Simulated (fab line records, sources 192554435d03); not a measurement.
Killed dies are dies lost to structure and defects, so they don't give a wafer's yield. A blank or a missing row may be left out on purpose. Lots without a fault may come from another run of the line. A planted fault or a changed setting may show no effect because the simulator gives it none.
fab line records | flow n5_finfet
record lots=7 wafers=20 last_day=16
route steps=1938 shown BEOL_M8@1386
lots that met no fault: from a run of the same line without faults
start_h: hours from the record's first day to the start of the lot's first wafer shown | wait_h: hours since the lot's step before | " the same as in the row above | L1.1+2: a row that stands for several wafers | - no value, or no start given | * or withheld: withheld | < > ~ a bound
route shown NAME@n: a module of which the file shows steps, and the number in the route of the first | usual: mean/standard deviation of fault-free wafers | same: alike in all rows | chamber/n: place in a boat | sites: the reading at each site | _std_site: their standard deviation | _edge_site: outer sites' mean less inner sites' | radius_mm: how far each site lies from the wafer's centre | mask NAME#n: copy n | behind: the tool/chamber that last shaped the wafer | hold: why the lot was held/for how many hours/how that ended | device: the transistor (n, p or np) that didn't switch | end of line: the same wafers' tests at the end of the route | a step without rows: its recipe alone | killed: dies lost to structure and defects at the first sort, not the wafer's yield | map: a wafer's dies, x killed, . not, _ none there
set.NAME: the setting as run; set.NAME@STEP: as run at that earlier step | model.NAME: the simulator's own value behind a step, which no gauge read
lots at some steps of the route; a table a step, a row a wafer
services: from which hour (start_h, from the record's first day; less than 0 if before it) a tool's chamber was out of use, for how many hours, and why
## steps
# step N5_BEOL_M8_CURE_75
# recipe temp_c=370 time_s=120 ambient=DMADMS/He material=SiCOH_lowk
# usual lamp_power_pct=52.31/0.053 wafer_temp_C_max=372.1/0.73
# columns lot.wafer tool chamber start_h wait_h lamp_power_pct wafer_temp_C_max
L745.1 uv_cure-03 1 205.81 0.0 52.32 372.4
L745.2 " 1 " " 52.36 373.3
L745.3 " 1 " " 52.23 373.0
L750.2 uv_cure-03 2 230.88 0.1 52.23 372.7
L750.5 " 2 " " 52.41 371.7
L750.6 " 2 " " 52.31 372.2
L752.4 uv_cure-03 1 252.66 0.3 52.40 373.3
L752.6 " 1 " " 52.40 373.0
L753.2 uv_cure-03 1 255.41 0.1 52.22 372.3
L753.3 " 1 " " 52.30 372.4
L753.6 " 1 " " 52.39 372.8
L760.2 uv_cure-03 2 297.47 0.1 52.30 371.7
L760.4 " 2 " " 52.37 372.2
L760.6 " 2 " " 52.25 371.9
L765.1 uv_cure-01 0 315.83 0.0 52.30 372.0
L765.3 " 0 " " 52.23 371.8
L765.4 " 0 " " 52.35 371.6
L766.1 uv_cure-03 1 333.91 0.0 52.35 373.4
L766.2 " 1 " " 52.39 371.7
L766.3 " 1 " " 52.26 372.5
# step N5_BEOL_M8_DEGAS_44
# recipe ambient=vacuum temp_c=250 time_s=60
# usual heater_power_w=341/34
# columns lot.wafer tool chamber start_h wait_h heater_power_w
L745.1 pvd_sputter-02 - 206.19 0.3 306
L745.2 " - " " 288
L745.3 " - " " 342
L750.2 pvd_sputter-01 - 231.48 0.6 405
L750.5 " - " " 300
L750.6 " - " " 392
L752.4 pvd_sputter-02 - 253.70 0.9 295
L752.6 " - " " 347
L753.2 pvd_sputter-01 - 256.32 0.9 358
L753.3 " - " " 300
L753.6 " - " " 366
L760.2 pvd_sputter-02 - 298.05 0.5 331
L760.4 " - " " 345
L760.6 " - " " 306
L765.1 pvd_sputter-03 - 317.34 1.5 343
L765.3 " - " " 368
L765.4 " - " " 346
L766.1 pvd_sputter-03 - 334.41 0.5 394
L766.2 " - " " 348
L766.3 " - " " 339
# step N5_BEOL_M8_PRE_CLEAN_45
# recipe gas=H2/He time_s=30 temp_c=250
# usual heater_power_w=342/36
# columns lot.wafer tool chamber start_h wait_h heater_power_w
L745.1 pvd_sputter-02 - 206.23 0.0 307
L745.2 " - " " 291
L745.3 " - " " 351
L750.2 pvd_sputter-01 - 231.52 0.0 396
L750.5 " - " " 304
L750.6 " - " " 405
L752.4 pvd_sputter-02 - 253.74 0.0 296
L752.6 " - " " 350
L753.2 pvd_sputter-01 - 256.36 0.0 362
L753.3 " - " " 302
L753.6 " - " " 359
L760.2 pvd_sputter-02 - 298.09 0.0 328
L760.4 " - " " 353
L760.6 " - " " 306
L765.1 pvd_sputter-03 - 317.38 0.0 339
L765.3 " - " " 379
L765.4 " - " " 334
L766.1 pvd_sputter-03 - 334.45 0.0 404
L766.2 " - " " 342
L766.3 " - " " 332
# step N5_BEOL_M8_ALD_77
# recipe material=TaN target_thk_a=20 temp_c=275 ald_precursor_family=PDMAT ald_co_reactant=NH3 pressure_torr=3 carrier_flow_sccm=1500 pulse_time_s=2 purge_time_s=3 co_reactant_purge_time_s=2 co_reactant_pulse_time_s=3 ald_cycles=40 precursor_vessel_temp_c=75 precursor_vessel_pressure_torr=26.25 precursor_vessel_carrier_sccm=1000
# step N5_BEOL_M8_SURFACE_TREAT_79
# recipe gas=Ar time_s=* ion_energy_ev=* ion_current_ma_cm2=0.5 pressure_mtorr=* ar_flow_sccm=30
# step N5_BEOL_M8_CVD_78
# recipe material=Co target_thk_a=20 temp_c=withheld precursor=CCTBA/H2 pressure_torr=30 time_s=142.3
# step N5_BEOL_M8_SPUTTER_48
# recipe material=Cu target_thk_a=100 temp_c=-20 bias_v=60 power_w=26000 chamber_pressure_pa=0.13 time_s=1.667
# step N5_BEOL_M8_ECD_50
# recipe material=Cu target_thk_a=3000
# step N5_BEOL_M8_ANNEAL_51
# recipe temp_c=225 time_s=90 ambient=N2
# usual wafer_temp_C_max=226.05/0.28
# columns lot.wafer tool chamber start_h wait_h wafer_temp_C_max
L745.1 rtp_anneal-01 0 207.34 0.2 226.36
L745.2 " 0 " " 226.09
L745.3 " 0 " " 226.10
L750.2 rtp_anneal-02 0 233.03 0.3 226.23
L750.5 " 0 " " 226.27
L750.6 " 0 " " 226.19
L752.4 rtp_anneal-02 0 256.33 0.2 226.28
L752.6 " 0 " " 226.30
L753.2 rtp_anneal-01 0 257.44 0.2 225.73
L753.3 " 0 " " 225.70
L753.6 " 0 " " 225.97
L760.2 rtp_anneal-01 0 299.57 0.3 225.97
L760.4 " 0 " " 225.95
L760.6 " 0 " " 225.63
L765.1 rtp_anneal-01 0 318.23 0.1 225.39
L765.3 " 0 " " 225.45
L765.4 " 0 " " 225.74
L766.1 rtp_anneal-02 0 335.38 0.1 226.46
L766.2 " 0 " " 225.97
L766.3 " 0 " " 226.20
# step N5_BEOL_M8_CMP_52
# recipe stop_on=SiCOH_lowk t_overpolish_s=6.9 down_force_psi=1 platen_rpm=50 clearing_platen_down_force_psi=1.5 clearing_platen_rpm=50 post_cmp_clean=cu_alkaline target_thk_nm=80 clearing_platen_pad_velocity_m_s=0.99484 pad_velocity_m_s=0.99484
# usual barrier_field_endpoint_s=28.9/1.1 clearing_platen_rpm=49.998/0.027 motor_current_A=6.4/0.64 overpolish_run_s=6.900/0.0095 slurry_filter_dp_kPa=13.48/0.13 time_to_endpoint_s=62/5.5
# columns lot.wafer tool chamber start_h wait_h barrier_field_endpoint_s clearing_platen_rpm motor_current_A overpolish_run_s slurry_filter_dp_kPa time_to_endpoint_s
L745.1 cmp-02 2 207.64 0.3 30.0 49.966 6.0 6.915 13.32 70
L745.2 " 3 " " 29.9 49.960 5.2 6.904 13.56 69
L745.3 " 0 " " 29.2 50.020 5.2 6.901 13.32 65
L750.2 cmp-03 3 233.41 0.3 29.0 49.953 6.6 6.894 13.49 63
L750.5 " 0 " " 29.7 49.983 6.7 6.889 13.49 66
L750.6 " 1 " " 26.5 50.000 5.9 6.905 13.33 53
L752.4 cmp-04 2 256.49 0.1 29.3 49.981 7.1 6.893 13.34 62
L752.6 " 3 " " 28.7 50.028 6.6 6.883 13.59 58
L753.3 cmp-04 2 257.76 0.2 30.0 49.976 6.9 6.910 13.49 65
L753.2 " 3 " " 29.1 49.986 6.6 6.900 13.38 60
L753.6 " 0 " " 30.3 50.039 6.3 6.913 13.50 66
L760.2 cmp-03 2 299.82 0.2 27.4 49.989 6.4 6.889 13.30 59
L760.4 " 3 " " 28.9 49.970 7.2 6.894 13.41 63
L760.6 " 3 " " 29.7 49.977 7.2 6.900 13.56 69
L765.4 cmp-03 0 318.52 0.1 29.3 49.984 6.9 6.897 13.78 64
L765.1 " 1 " " 26.6 50.041 6.2 6.895 13.51 55
L765.3 " 3 " " 28.8 50.026 7.4 6.900 13.35 61
L766.3 cmp-03 1 335.68 0.2 27.2 50.008 6.0 6.887 13.48 54
L766.1 " 2 " " 27.7 50.032 6.6 6.912 13.58 52
L766.2 " 3 " " 29.0 49.983 7.0 6.904 13.38 63
# step N5_BEOL_M8_THK_MEAS_53
# recipe thk_meas_gauge=xrf reads=Cu_of_BEOL_M8_ECD_50
# usual M8_THK=81.0/3
# columns lot.wafer tool chamber start_h wait_h M8_THK[nm]
L745.1 film_metro-02 - 207.93 - 84.0
L745.2 " - " " 83.8
L745.3 " - " " 82.9
L750.2 film_metro-01 - 233.59 - 78.7
L750.5 " - " " 80.6
L750.6 " - " " 78.0
L752.4 film_metro-02 - 256.78 - 81.6
L752.6 " - " " 80.1
L753.2 film_metro-02 - 257.98 - 82.8
L753.3 " - " " 86.3
L753.6 " - " " 81.6
L760.2 film_metro-01 - 300.12 - 73.1
L760.4 " - " " 83.2
L760.6 " - " " 79.8
L765.1 film_metro-02 - 318.82 - 80.4
L765.3 " - " " 76.7
L765.4 " - " " 84.6
L766.1 film_metro-01 - 335.97 - 83.1
L766.2 " - " " 78.2
L766.3 " - " " 82.4
# step N5_BEOL_M8_PRE_CLEAN_55
# recipe gas=NH3 time_s=15 temp_c=withheld rf_power_w=300
# step N5_BEOL_M8_DEP_56
# recipe material=SiCN target_thk_a=100 temp_c=withheld precursor=3MS/NH3 pressure_torr=3 rf_w=202 time_s=17.5
# usual rf_fwd_power_W=199.7/1.1 showerhead_plenum_p_Torr=3.664/0.011 showerhead_vpp_V=859/55 throttle_valve_pct=9.3/0.33
# columns lot.wafer tool chamber start_h wait_h rf_fwd_power_W showerhead_plenum_p_Torr showerhead_vpp_V throttle_valve_pct model.SiCN_of_BEOL_M8_DEP_56.thk_nm
L745.1 pecvd-01 0 208.00 0.0 198.4 3.676 829 9.7 9.8
L745.2 " 1 " " 200.6 3.667 829 9.5 10
L745.3 " 2 " " 200.2 3.668 784 8.9 10.2
L750.2 pecvd-04 1 233.65 0.0 198.8 3.669 860 8.9 9.8
L750.5 " 2 " " 200.7 3.658 922 9.3 10.2
L750.6 " 0 " " - 3.659 943 9.2 8.6
L752.4 pecvd-04 0 256.86 0.0 - 3.665 960 9.5 8.2
L752.6 " 1 " " - 3.664 853 8.8 8.2
L753.2 pecvd-04 1 258.05 0.0 199.6 3.669 868 9.2 9.8
L753.3 " 0 " " 197.1 3.654 944 9.2 10
L753.6 " 0 " " - 3.664 966 9.4 8.4
L760.2 pecvd-01 2 300.18 0.0 200.2 3.671 773 9.0 10
L760.4 " 2 " " 200.5 3.674 770 8.7 10
L760.6 " 0 " " 199.1 3.674 826 9.6 10
L765.1 pecvd-01 0 318.88 0.0 199.5 3.665 823 9.5 9.8
L765.3 " 1 " " 200.6 3.671 810 9.4 9.6
L765.4 " 2 " " 200.2 3.660 781 9.2 10
L766.1 pecvd-01 2 336.03 0.0 199.8 3.660 774 8.8 9.8
L766.2 " 1 " " 200.0 3.668 823 9.4 9.8
L766.3 " 0 " " 198.9 3.671 828 9.6 10
# step N5_BEOL_M8_RS_MEAS_57
# recipe thk_meas_gauge=four-point-probe reads=Cu_of_BEOL_M8_ECD_50+Co_of_BEOL_M8_CVD_78+TaN_of_BEOL_M8_ALD_77
# usual M8_RS=0.288/0.013
# columns lot.wafer tool chamber start_h wait_h M8_RS[ohm/sq]
L745.1 film_metro-02 - 208.07 0.1 0.276
L745.2 " - " " 0.278
L745.3 " - " " 0.279
L750.2 film_metro-01 - 233.72 0.1 0.294
L750.5 " - " " 0.289
L750.6 " - " " 0.298
L752.4 film_metro-01 - 256.91 0.0 0.287
L752.6 " - " " 0.293
L753.2 film_metro-02 - 258.11 0.1 0.281
L753.3 " - " " 0.267
L753.6 " - " " 0.287
L760.2 film_metro-02 - 300.25 0.1 0.326
L760.4 " - " " 0.279
L760.6 " - " " 0.292
L765.1 film_metro-01 - 318.95 0.1 0.292
L765.3 " - " " 0.311
L765.4 " - " " 0.275
L766.1 film_metro-02 - 336.10 0.1 0.281
L766.2 " - " " 0.301
L766.3 " - " " 0.284
## services
# columns tool chamber start_h hours kind
cmp-04 - 184.76 10.6 repair
pecvd-04 0 193.65 15.3 repair
cmp-03 - 195.14 4.0 pm
cmp-03 - 199.14 - consumable_replace:conditioner
cmp-03 - 199.14 - consumable_replace:pad
cmp-02 - 225.38 0.5 repair
cmp-04 - 233.36 2.1 repair
pecvd-04 1 244.42 4.1 repair
pecvd-01 - 264.89 5.5 pm
cmp-04 - 271.01 1.6 repair
cmp-04 - 274.17 4.0 pm
pecvd-01 0 278.05 5.5 scheduled_down
cmp-04 - 278.17 - consumable_replace:conditioner
cmp-04 - 278.17 - consumable_replace:pad
cmp-04 - 278.17 4.3 pm
uv_cure-01 - 282.84 0.8 repair
cmp-04 - 285.17 5.1 repair
cmp-03 - 302.53 1.0 repair
pecvd-01 0 309.70 7.9 repair
uv_cure-01 - 319.23 1.0 pm
pecvd-01 - 321.01 6.0 pm
uv_cure-01 - 328.05 7.5 pm
pecvd-04 0 328.23 2.1 scheduled_down
## key
first_sign none at tools or gauges
model_effect step=N5_BEOL_M8_DEP_56 value=SiCN_of_BEOL_M8_DEP_56.thk_nm without=10.15 struck=8.35
met_at N5_BEOL_M8_DEP_56
struck_wafers L750.6,L752.4,L752.6,L753.6
baseline_loss step=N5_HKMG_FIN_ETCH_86 wafers=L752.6
baseline_loss step=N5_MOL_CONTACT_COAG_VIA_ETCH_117 wafers=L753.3
fault kind=process_parameter_drift tool=pecvd-04 chamber=- onset_h=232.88 steps=N5_BEOL_M8_DEP_56 channel=time_s offset=* shape=step end_h=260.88 scope=struck_wafers_only acts_in=* stated=*
# baseline_loss: these wafers lose ten dies or more at that step, a loss of the line's own and not of a fault; the sort's usual values leave them out
